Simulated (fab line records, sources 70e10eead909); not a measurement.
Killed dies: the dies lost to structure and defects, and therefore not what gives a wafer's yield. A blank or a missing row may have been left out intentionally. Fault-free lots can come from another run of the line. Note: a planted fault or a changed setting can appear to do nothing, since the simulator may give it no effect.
Chamber matching -- flow nandHarc -- NHARC_A_ONON_D1_DEP_33 on pecvd-03 has 3 sister chambers
The step deposits SiO2, target thk 200 nm. 14 wafers are shown with their chamber, then 7 later ones without.

WAFERS, EACH WITH ITS CHAMBER
wafer,chamber,throttleValvePct (%),chamberPressureTorr (Torr),heaterPowerW (W)
L807.2,2,16.6,6.486,482
L807.5,2,16.6,6.500,484
L807.6,1,16.3,6.502,431
L810.1,0,14.9,6.500,356
L810.2,2,16.0,6.493,334
L810.3,1,16.0,6.501,403
L814.1,1,16.3,6.482,478
L814.4,0,15.1,6.502,453
L814.5,2,16.3,6.511,339
L815.1,1,16.2,6.504,395
L815.2,2,16.2,6.516,391
L815.6,2,16.2,6.515,410
L818.3,0,15.1,6.503,423
L818.5,0,15.0,6.518,428

SIGNATURES (means of the wafers above)
reading,chamber 0,chamber 1,chamber 2,scatter within a chamber
throttleValvePct,15.025,16.200,16.317,0.185
chamberPressureTorr,6.50575,6.49725,6.50350,0.0108
heaterPowerW,415.00,426.75,406.67,53.2
Rule: for each reading, subtract the chamber's mean from the wafer's reading, divide by that reading's scatter and square the result; add these up over the readings and take the root, which gives the wafer's distance from the chamber. The wafer belongs to the nearest chamber; if the next one is less than 2 further off, it can't be placed. The scatter: the root of (the sum of the squares of (reading less its chamber's mean) over the shown wafers, divided by (wafers less chambers)).

WAFERS WITH NO CHAMBER GIVEN
wafer,throttleValvePct (%),chamberPressureTorr (Torr),heaterPowerW (W)
L818.6,16.2,6.485,347
L819.2,15.0,6.513,347
L819.3,16.3,6.479,427
L819.5,15.4,6.504,355
L821.1,16.5,6.502,438
L821.2,15.2,6.505,375
L821.4,16.5,6.517,446

WHICH CHAMBER EACH ONE RAN IN
wafer,from the rows above,in truth
L818.6,can't be placed: 1 or 2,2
L819.2,0,0
L819.3,can't be placed: 1 or 2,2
L819.5,0,0
L821.1,can't be placed: 2 or 1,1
L821.2,0,0
L821.4,can't be placed: 2 or 1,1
Correct placement for 3 of the 7. Not placeable from these rows: 4 (in 4, the candidates include the true chamber). Number placed wrongly: 0.
